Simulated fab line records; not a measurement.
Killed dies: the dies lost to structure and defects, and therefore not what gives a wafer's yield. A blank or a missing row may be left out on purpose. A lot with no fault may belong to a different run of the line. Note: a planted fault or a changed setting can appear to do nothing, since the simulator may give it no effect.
Matching of chambers :: flow n5_finfet :: N5_PASSIVATION_PASS_ETCH_74 on rie_diel-05 has 4 sister chambers
The step etches SiNx in CF4/O2, target depth 220 nm, time 110 s. 4 wafers are shown with their chamber, then 8 later ones without.

== WAFERS PAIRED WITH THEIR CHAMBERS ==
wafer: L079.6
chamber: 1
showerhead_plenum_p_Torr (Torr): 2.26

wafer: L083.1
chamber: 3
showerhead_plenum_p_Torr (Torr): 2.15

wafer: L083.5
chamber: 2
showerhead_plenum_p_Torr (Torr): 2.21

wafer: L087.1
chamber: 0
showerhead_plenum_p_Torr (Torr): 2.17

== WAFERS MISSING THEIR CHAMBER ==
wafer: L087.4
showerhead_plenum_p_Torr (Torr): 2.14

wafer: L087.5
showerhead_plenum_p_Torr (Torr): 2.17

wafer: L090.3
showerhead_plenum_p_Torr (Torr): 2.16

wafer: L090.5
showerhead_plenum_p_Torr (Torr): 2.16

wafer: L090.6
showerhead_plenum_p_Torr (Torr): 2.25

wafer: L096.1
showerhead_plenum_p_Torr (Torr): 2.16

wafer: L096.2
showerhead_plenum_p_Torr (Torr): 2.25

wafer: L096.3
showerhead_plenum_p_Torr (Torr): 2.20

== EACH ONE'S CHAMBER ==
wafer: L087.4
from the rows above: 3
in truth: 3

wafer: L087.5
from the rows above: 0
in truth: 0

wafer: L090.3
from the rows above: can't be placed: 0 or 3
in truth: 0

wafer: L090.5
from the rows above: can't be placed: 0 or 3
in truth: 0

wafer: L090.6
from the rows above: 1
in truth: 1

wafer: L096.1
from the rows above: can't be placed: 0 or 3
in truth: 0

wafer: L096.2
from the rows above: 1
in truth: 1

wafer: L096.3
from the rows above: 2
in truth: 2
5 of 8 placed correctly. Cannot be placed on the basis of these rows: 3; the candidates contain the true chamber in 3. Number placed wrongly: 0.
How it was worked out, from the rows above alone: a wafer's distance from a chamber is the root of the sum, over the readings, of the square of ((its reading less the chamber's mean) divided by the reading's scatter). If the next closest chamber is less than 2 further off than the closest, the wafer can't be placed; otherwise it belongs to the closest. The mean given for a chamber averages the wafers shown for that chamber. The scatter: root of mean squared gap, hidden wafer to nearest shown wafer, with one shown wafer a chamber.
